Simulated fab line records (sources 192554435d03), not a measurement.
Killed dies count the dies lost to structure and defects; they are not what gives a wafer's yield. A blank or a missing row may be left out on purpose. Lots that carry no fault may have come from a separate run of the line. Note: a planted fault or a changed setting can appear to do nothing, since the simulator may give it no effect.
What tool caused it? | flow n5_finfet | 24 lots, 72 wafers sampled, at 5 steps of a route of 1938

== WHAT THE GAUGES SHOWED, per wafer ==
N5_MOL_CONTACT_COAG_THK_MEAS_29.
lot  | measured     | on            | MD_CAP_THK (nm)
L074 | day 5 01:15  | film_metro-01 | 17.86 17.91 17.86
L075 | day 5 11:55  | film_metro-01 | 17.78 17.78 17.86
L076 | day 5 14:17  | film_metro-01 | 17.95 17.95 17.93
L077 | day 5 18:02  | film_metro-02 | 17.94 17.96 17.86
L078 | day 6 00:19  | film_metro-01 | 17.71 17.91 17.84
L079 | day 6 06:21  | film_metro-01 | 17.81 17.96 17.88
L081 | day 7 04:17  | film_metro-02 | 17.85 17.84 17.83
L080 | day 7 09:25  | film_metro-02 | 18.07 17.95 17.90
L082 | day 7 09:37  | film_metro-02 | 17.87 17.85 17.83
L083 | day 7 13:28  | film_metro-01 | 17.87 17.86 17.76
L084 | day 7 17:40  | film_metro-01 | 17.89 17.98 17.85
L085 | day 7 22:34  | film_metro-02 | 17.81 17.81 17.81
L086 | day 8 02:00  | film_metro-01 | 17.82 17.75 17.73
L087 | day 8 06:43  | film_metro-01 | 17.84 17.82 17.73
L088 | day 8 13:11  | film_metro-01 | 17.72 17.87 17.83
L089 | day 8 17:35  | film_metro-01 | 17.90 17.96 17.83
L090 | day 9 01:53  | film_metro-01 | 17.78 17.81 17.88
L091 | day 9 11:04  | film_metro-02 | 17.89 17.72 17.89
L092 | day 9 13:36  | film_metro-02 | 17.80 17.82 17.71
L093 | day 9 18:38  | film_metro-01 | 17.93 17.89 17.99
L095 | day 10 05:39 | film_metro-02 | 17.81 17.83 17.75
L094 | day 10 06:05 | film_metro-02 | 17.99 17.81 17.88
L096 | day 10 14:08 | film_metro-02 | 17.85 17.91 17.88
L097 | day 10 19:16 | film_metro-01 | 17.77 17.81 17.92

N5_MOL_CONTACT_COAG_CD_MEAS_137: the cd target is 16 nm.
lot  | measured     | on        | cd_nm (nm)
L074 | day 5 03:34  | cd_sem-01 | 16.06 15.71 15.93
L075 | day 5 14:06  | cd_sem-02 | 15.91 15.99 16.03
L076 | day 5 16:13  | cd_sem-01 | 15.26 15.87 15.82
L077 | day 5 19:51  | cd_sem-01 | 16.13 15.74 15.71
L078 | day 6 05:11  | cd_sem-01 | 15.63 15.84 15.98
L079 | day 6 09:02  | cd_sem-01 | 15.85 15.76 15.60
L081 | day 7 06:25  | cd_sem-03 | 15.98 16.53 16.24
L080 | day 7 11:58  | cd_sem-02 | 16.31 15.45 16.04
L082 | day 7 12:14  | cd_sem-03 | 15.66 15.84 15.83
L083 | day 7 15:17  | cd_sem-01 | 15.63 16.33 15.77
L084 | day 7 19:35  | cd_sem-03 | 15.42 15.32 16.10
L085 | day 8 00:22  | cd_sem-01 | 15.48 15.57 15.42
L086 | day 8 04:18  | cd_sem-02 | 15.66 15.62 15.89
L087 | day 8 08:45  | cd_sem-02 | 15.99 16.16 16.14
L088 | day 8 15:41  | cd_sem-03 | 16.32 16.14 15.89
L089 | day 8 19:31  | cd_sem-02 | 15.73 16.32 15.75
L090 | day 9 03:42  | cd_sem-02 | 15.35 15.82 15.39
L091 | day 9 12:54  | cd_sem-03 | 15.66 16.19 15.96
L092 | day 9 15:41  | cd_sem-03 | 15.18 16.26 15.60
L093 | day 9 20:36  | cd_sem-01 | 15.31 16.22 15.72
L095 | day 10 08:32 | cd_sem-03 | 15.80 16.36 15.66
L094 | day 10 08:41 | cd_sem-01 | 16.11 15.94 15.94
L096 | day 10 16:05 | cd_sem-02 | 16.07 15.75 15.43
L097 | day 10 21:34 | cd_sem-01 | 15.81 15.53 15.39

N5_MOL_CONTACT_COAG_OVL_MEAS_41.
lot  | measured     | on         | VD_OVL (nm)
L074 | day 5 04:02  | overlay-01 | -1.0 -0.3 -0.1
L075 | day 5 14:31  | overlay-01 | -0.4 -0.7 -0.5
L076 | day 5 16:34  | overlay-01 | -0.1 0.4 0.6
L077 | day 5 20:12  | overlay-01 | 0.4 -0.6 -0.7
L078 | day 6 05:32  | overlay-01 | 0.1 0.8 0.2
L079 | day 6 09:23  | overlay-01 | -0.4 -0.8 0.2
L081 | day 7 06:55  | overlay-02 | -1.3 -0.1 -1.0
L080 | day 7 12:19  | overlay-01 | 0.4 -0.8 -0.5
L082 | day 7 12:42  | overlay-02 | -0.2 0.6 -0.1
L083 | day 7 15:45  | overlay-02 | 0.3 -0.6 0.5
L084 | day 7 20:04  | overlay-01 | -0.5 -0.5 -0.4
L085 | day 8 00:44  | overlay-02 | -0.8 -0.7 0.5
L086 | day 8 04:47  | overlay-02 | -0.4 -0.5 -0.2
L087 | day 8 09:06  | overlay-02 | -0.6 -0.3 0.2
L088 | day 8 16:10  | overlay-01 | -0.7 0.3 -0.4
L089 | day 8 19:53  | overlay-02 | 0.0 0.2 0.4
L090 | day 9 04:10  | overlay-02 | -0.3 0.1 -0.2
L091 | day 9 13:22  | overlay-01 | 0.7 0.8 0.8
L092 | day 9 16:02  | overlay-01 | -0.3 0.3 -0.2
L093 | day 9 21:05  | overlay-01 | 0.2 0.2 0.8
L095 | day 10 09:01 | overlay-02 | -0.5 -1.2 -1.0
L094 | day 10 09:11 | overlay-02 | -1.0 0.9 0.0
L096 | day 10 16:26 | overlay-02 | 0.7 -0.5 -0.2
L097 | day 10 22:03 | overlay-02 | -0.5 -0.4 -0.3

== EACH LOT AND THE TOOL THAT RAN IT (in order: tool; ch and the chambers of the sampled wafers; start) ==
lot  | N5_MOL_CONTACT_COAG_ETCHBACK_135   | N5_MOL_CONTACT_COAG_STRIP_119
L074 | rie_diel-01 ch 1,2, day 5 03:11    | plasma_asher-01 ch 0,1, day 5 03:25
L075 | rie_diel-01 ch 2,3, day 5 13:44    | plasma_asher-01 ch 0,1, day 5 13:58
L076 | rie_diel-03 ch 1,2,3, day 5 15:51  | plasma_asher-01 ch 0,1, day 5 16:04
L077 | rie_diel-01 ch 0,3, day 5 19:29    | plasma_asher-02 ch 0,1, day 5 19:42
L078 | rie_diel-01 ch 2,3, day 6 04:49    | plasma_asher-01 ch 0,1, day 6 05:02
L079 | rie_diel-01 ch 1,2, day 6 08:40    | plasma_asher-02 ch 0,1, day 6 08:53
L081 | rie_diel-04 ch 0,1,3, day 7 06:03  | plasma_asher-01 ch 0,1, day 7 06:17
L080 | rie_diel-04 ch 0,1,2, day 7 11:32  | plasma_asher-01 ch 0,1, day 7 11:49
L082 | rie_diel-04 ch 1,2,3, day 7 11:52  | plasma_asher-01 ch 0,1, day 7 12:05
L083 | rie_diel-04 ch 0,1,2, day 7 14:55  | plasma_asher-01 ch 0,1, day 7 15:08
L084 | rie_diel-01 ch 0,2,3, day 7 19:13  | plasma_asher-02 ch 0,1, day 7 19:26
L085 | rie_diel-01 ch 0,1,3, day 8 00:00  | plasma_asher-01 ch 0,1, day 8 00:14
L086 | rie_diel-04 ch 0,1,2, day 8 03:56  | plasma_asher-01 ch 0,1, day 8 04:10
L087 | rie_diel-01 ch 1,3, day 8 08:23    | plasma_asher-02 ch 0,1, day 8 08:36
L088 | rie_diel-04 ch 0,1,3, day 8 15:19  | plasma_asher-01 ch 0,1, day 8 15:33
L089 | rie_diel-01 ch 1,2, day 8 19:09    | plasma_asher-02 ch 0,1, day 8 19:23
L090 | rie_diel-04 ch 1,2, day 9 03:20    | plasma_asher-01 ch 0, day 9 03:33
L091 | rie_diel-03 ch 1,2,3, day 9 12:30  | plasma_asher-01 ch 0,1, day 9 12:43
L092 | rie_diel-04 ch 1,2, day 9 15:17    | plasma_asher-02 ch 0,1, day 9 15:31
L093 | rie_diel-04 ch 0,2, day 9 20:14    | plasma_asher-02 ch 0,1, day 9 20:28
L095 | rie_diel-03 ch 1,2,3, day 10 08:10 | plasma_asher-01 ch 0,1, day 10 08:23
L094 | rie_diel-04 ch 0,1, day 10 08:19   | plasma_asher-02 ch 0, day 10 08:32
L096 | rie_diel-03 ch 1,2,3, day 10 15:44 | plasma_asher-01 ch 0,1, day 10 15:57
L097 | rie_diel-01 ch 0,3, day 10 21:12   | plasma_asher-02 ch 0,1, day 10 21:25
- N5_MOL_CONTACT_COAG_ETCHBACK_135: etches SiO2 in CHF3, target depth 25 nm, time 16.7 s.
- N5_MOL_CONTACT_COAG_STRIP_119: strips in N2/H2, time 30 s.

== AS READ BY THE TOOLS THEMSELVES (means over the sampled wafers that have a number; for cases with no such wafer, the mark the record gives instead) ==
N5_MOL_CONTACT_COAG_ETCHBACK_135.
lot  | tool        | CHF3_flow_sccm (sccm) | drypump_motor_current_A (A) | oes_product_au (a.u.) | rf_vpp_V (V) | showerhead_plenum_p_Torr (Torr) | throttle_valve_pct (%)
L074 | rie_diel-01 | 49.89                 | 5.6                         | 0.82                  | 517          | 2.40                            | 18.79
L075 | rie_diel-01 | 49.97                 | 5.6                         | 0.79                  | 525          | 2.38                            | 18.82
L076 | rie_diel-03 | 50.00                 | 5.9                         | 0.79                  | 524          | 2.44                            | 18.66
L077 | rie_diel-01 | 49.94                 | 5.8                         | 0.82                  | 524          | 2.35                            | 18.71
L078 | rie_diel-01 | 50.02                 | 5.6                         | 0.77                  | 525          | 2.38                            | 18.83
L079 | rie_diel-01 | 50.03                 | 5.6                         | 0.81                  | 516          | 2.40                            | 18.81
L081 | rie_diel-04 | 50.08                 | 6.0                         | 0.74                  | 525          | 2.38                            | 18.86
L080 | rie_diel-04 | 50.01                 | 5.8                         | 0.73                  | 525          | 2.31                            | 19.00
L082 | rie_diel-04 | 50.12                 | 5.8                         | 0.73                  | 523          | 2.37                            | 18.88
L083 | rie_diel-04 | 50.04                 | 5.7                         | 0.72                  | 527          | 2.31                            | 18.99
L084 | rie_diel-01 | 49.96                 | 5.7                         | 0.82                  | 520          | 2.36                            | 18.75
L085 | rie_diel-01 | 50.03                 | 6.1                         | 0.86                  | 520          | 2.34                            | 18.59
L086 | rie_diel-04 | 49.96                 | 5.7                         | 0.73                  | 526          | 2.31                            | 19.00
L087 | rie_diel-01 | 50.10                 | 6.0                         | 0.80                  | 526          | 2.35                            | 18.68
L088 | rie_diel-04 | 50.11                 | 6.0                         | 0.74                  | 525          | 2.37                            | 18.89
L089 | rie_diel-01 | 50.08                 | 6.1                         | 0.93                  | 517          | 2.36                            | 18.52
L090 | rie_diel-04 | 50.19                 | 5.6                         | 0.72                  | 524          | 2.31                            | 19.03
L091 | rie_diel-03 | 49.97                 | 5.9                         | 0.76                  | 525          | 2.43                            | 18.69
L092 | rie_diel-04 | 50.05                 | 5.6                         | 0.71                  | 524          | 2.31                            | 19.04
L093 | rie_diel-04 | 49.98                 | 5.5                         | 0.69                  | 526          | 2.26                            | 19.00
L095 | rie_diel-03 | 50.09                 | 5.9                         | 0.74                  | 524          | 2.43                            | 18.71
L094 | rie_diel-04 | 49.87                 | 5.9                         | 0.73                  | 528          | 2.31                            | 19.02
L096 | rie_diel-03 | 49.97                 | 5.9                         | 0.75                  | 524          | 2.43                            | 18.71
L097 | rie_diel-01 | 49.98                 | 5.9                         | 0.76                  | 524          | 2.34                            | 18.79

N5_MOL_CONTACT_COAG_STRIP_119.
lot  | tool            | drypump_motor_current_A (A) | heater_power_w (W)
L074 | plasma_asher-01 | 5.7                         | 291
L075 | plasma_asher-01 | 5.3                         | 315
L076 | plasma_asher-01 | 5.7                         | 291
L077 | plasma_asher-02 | 5.9                         | 362
L078 | plasma_asher-01 | 5.3                         | 314
L079 | plasma_asher-02 | 5.9                         | 360
L081 | plasma_asher-01 | 5.3                         | 320
L080 | plasma_asher-01 | 5.3                         | 314
L082 | plasma_asher-01 | 5.3                         | 323
L083 | plasma_asher-01 | 5.7                         | 291
L084 | plasma_asher-02 | 5.9                         | 361
L085 | plasma_asher-01 | 5.7                         | 294
L086 | plasma_asher-01 | 5.3                         | 322
L087 | plasma_asher-02 | 5.9                         | 372
L088 | plasma_asher-01 | 5.3                         | 325
L089 | plasma_asher-02 | 5.9                         | 337
L090 | plasma_asher-01 | 6.1                         | 272
L091 | plasma_asher-01 | 5.3                         | 319
L092 | plasma_asher-02 | 5.9                         | 367
L093 | plasma_asher-02 | 5.9                         | 356
L095 | plasma_asher-01 | 5.3                         | 313
L094 | plasma_asher-02 | 6.0                         | 391
L096 | plasma_asher-01 | 5.3                         | 319
L097 | plasma_asher-02 | 5.9                         | 340

== THE ANSWER, worked out from the rows above alone ==
Rule: the lots themselves supply what counts as usual. The widest of any qualifying gaps counts: lots, ordered by their means at a reading, are off when they make up no more than a third of the lots, leave a main group of 4 or more, and stand apart from it by 3 or more times the standard deviation of that group's means. If all means in a main group match to the digits the tables above print for the reading, that group is not used. A lot without any number at a reading at which 4 lots or more have one is off too. Any other lot the step has rows for is counted as sound. Order of review: gauges by route order, followed by the tools' own readings, for which a lot's mean as printed above is used. At the first step where some lot is off, the reading lying furthest off is the one used; lots without a number count as furthest.
Across all readings shown, no lot is off: no conclusion can be drawn from this.

== WHAT THE SIMULATOR PUT IN ==
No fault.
